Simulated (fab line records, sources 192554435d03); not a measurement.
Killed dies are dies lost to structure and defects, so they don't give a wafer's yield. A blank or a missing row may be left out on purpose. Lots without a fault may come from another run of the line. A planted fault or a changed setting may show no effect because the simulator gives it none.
Split-lot experiment | flow n5_finfet | 7 lots, 39 wafers read, on a route of 1938 steps

THE SPLIT
At N5_BEOL_M8_ILD_DEP_00 (deposits SiCOH lowk from DEMS/porogen, target thk 179.75 nm, time 33.4 s), the setting target_thk_a was moved away from the recipe's 1797.5 angstrom on 15 of the 39 wafers read, by -47.7% to +32.9%. The other wafers ran this setting at the recipe's value.

FROM THE SPLIT TO THE READING: what the file shows between them, 1 step
- N5_BEOL_M8_CURE_74: cures SiCOH lowk, time 240 s

THE READING
M8_ILD_THK, in nm, at N5_BEOL_M8_THK_MEAS_01. Fault-free wafers of this fab line usually give 155.0 nm, standard deviation 2.2 nm.

wafer  | tool, chamber at the split | target_thk_a as run, angstrom | against the recipe | M8_ILD_THK, nm | against lot-mates on the recipe
L074.2 | pecvd-03, 1                | 1797.5                        | recipe             | 156.8          | -
L074.4 | pecvd-03, 0                | 1797.5                        | recipe             | 155.8          | -
L074.5 | pecvd-03, 1                | 1797.5                        | recipe             | 156.7          | -
L075.1 | pecvd-01, 2                | 1797.5                        | recipe             | 156.7          | -
L075.2 | pecvd-01, 0                | 1797.5                        | recipe             | 154.1          | -
L075.3 | pecvd-01, 1                | 1797.5                        | recipe             | 152.5          | -
L075.4 | pecvd-01, 0                | 1797.5                        | recipe             | 157.7          | -
L075.5 | pecvd-01, 2                | 1797.5                        | recipe             | 160.0          | -
L075.6 | pecvd-01, 1                | 1797.5                        | recipe             | 156.9          | -
L077.1 | pecvd-03, 2                | 1220                          | -32.1%             | 104.3          | -51.1
L077.2 | pecvd-03, 1                | 1220                          | -32.1%             | 106.4          | -49.0
L077.3 | pecvd-03, 0                | 1797.5                        | recipe             | 153.7          | -
L077.4 | pecvd-03, 1                | 1797.5                        | recipe             | 157.3          | -
L077.5 | pecvd-03, 2                | 1797.5                        | recipe             | 155.2          | -
L077.6 | pecvd-03, 0                | 1220                          | -32.1%             | 104.8          | -50.6
L080.1 | pecvd-03, 1                | 1451                          | -19.3%             | 124.8          | -28.9
L080.2 | pecvd-03, 0                | 1797.5                        | recipe             | 153.0          | -
L080.3 | pecvd-03, 2                | 1797.5                        | recipe             | 152.6          | -
L080.4 | pecvd-03, 2                | 1451                          | -19.3%             | 124.5          | -29.2
L080.5 | pecvd-03, 1                | 1451                          | -19.3%             | 126.3          | -27.4
L080.6 | pecvd-03, 0                | 1797.5                        | recipe             | 155.5          | -
L084.1 | pecvd-03, 2                | 1797.5                        | recipe             | 153.7          | -
L084.2 | pecvd-03, 1                | 1797.5                        | recipe             | 150.7          | -
L084.3 | pecvd-03, 0                | 939.2                         | -47.7%             | 80.6           | -73.0
L084.4 | pecvd-03, 0                | 939.2                         | -47.7%             | 80.3           | -73.3
L084.5 | pecvd-03, 1                | 939.2                         | -47.7%             | 83.1           | -70.5
L084.6 | pecvd-03, 2                | 1797.5                        | recipe             | 156.5          | -
L089.1 | pecvd-03, 0                | 1185                          | -34.1%             | 101.7          | -54.2
L089.2 | pecvd-03, 1                | 1185                          | -34.1%             | 101.3          | -54.6
L089.3 | pecvd-03, 2                | 1797.5                        | recipe             | 154.0          | -
L089.4 | pecvd-03, 0                | 1185                          | -34.1%             | 103.5          | -52.4
L089.5 | pecvd-03, 2                | 1797.5                        | recipe             | 157.2          | -
L089.6 | pecvd-03, 1                | 1797.5                        | recipe             | 156.5          | -
L091.1 | pecvd-04, 2                | 1797.5                        | recipe             | 152.6          | -
L091.2 | pecvd-04, 1                | 2388                          | +32.9%             | 200.8          | +46.6
L091.3 | pecvd-04, 0                | 1797.5                        | recipe             | 155.0          | -
L091.4 | pecvd-04, 1                | 2388                          | +32.9%             | 203.8          | +49.6
L091.5 | pecvd-04, 2                | 2388                          | +32.9%             | 207.3          | +53.1
L091.6 | pecvd-04, 0                | 1797.5                        | recipe             | 155.1          | -

THE FIT
A straight line over all 39 wafers: M8_ILD_THK changes by +1.53 nm for each +1% of target_thk_a; r = +1.00; the points scatter about the line by 2 nm.
The same after taking each lot's own level away (the mean of its wafers on the recipe; 39 wafers): +1.53 nm for each +1%; r = +1.00; scatter 1.8 nm.
On that fit, the largest move of target_thk_a shifts the reading by 73 nm.
The lots' own levels span 153.63 to 156.43 nm, that is 1.3 times the standard deviation above.
So the lot-to-lot level changes the slope little: the two slopes agree.
Check: with one of the wafers moved furthest among these (-47.7%) left out of the fit, the line predicts -73.2 nm for it against its lot-mates. It came out at -73 nm against them.

OTHER SPLITS ON THESE WAFERS
These wafers also went through other splits before the reading. Each is held against what the fit with the lots' levels taken away leaves over:
other split on the same wafers    | wafers away from the commonest value | r with M8_ILD_THK (lot level and that fit taken away)
N5_BEOL_M6_ETCH_62 target_depth_a | 18                                   | +0.09

THE WHOLE CHAIN: every reading that the file lists as answering this split, in the file's order
step                   | what it does                                                             | reading                                                                                  | change (the file's fit)              | r (the file's)
N5_BEOL_M8_ILD_DEP_00  | deposits SiCOH lowk from DEMS/porogen, target thk 179.75 nm, time 33.4 s | SiCOH_lowk_of_BEOL_M8_ILD_DEP_00.thk_nm (the simulator's own value, which no gauge read) | +1.76 nm for each +1% of the setting | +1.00
N5_BEOL_M8_CURE_74     | cures SiCOH lowk, time 240 s                                             | SiCOH_lowk_of_BEOL_M8_ILD_DEP_00.thk_nm (the simulator's own value, which no gauge read) | +1.53 nm for each +1% of the setting | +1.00
N5_BEOL_M8_THK_MEAS_01 |                                                                          | M8_ILD_THK                                                                               | +1.53 for each +1% of the setting    | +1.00

THE FILE'S OWN FIT
M8_ILD_THK changes by +1.53 nm for each +1% of target_thk_a, r = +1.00.
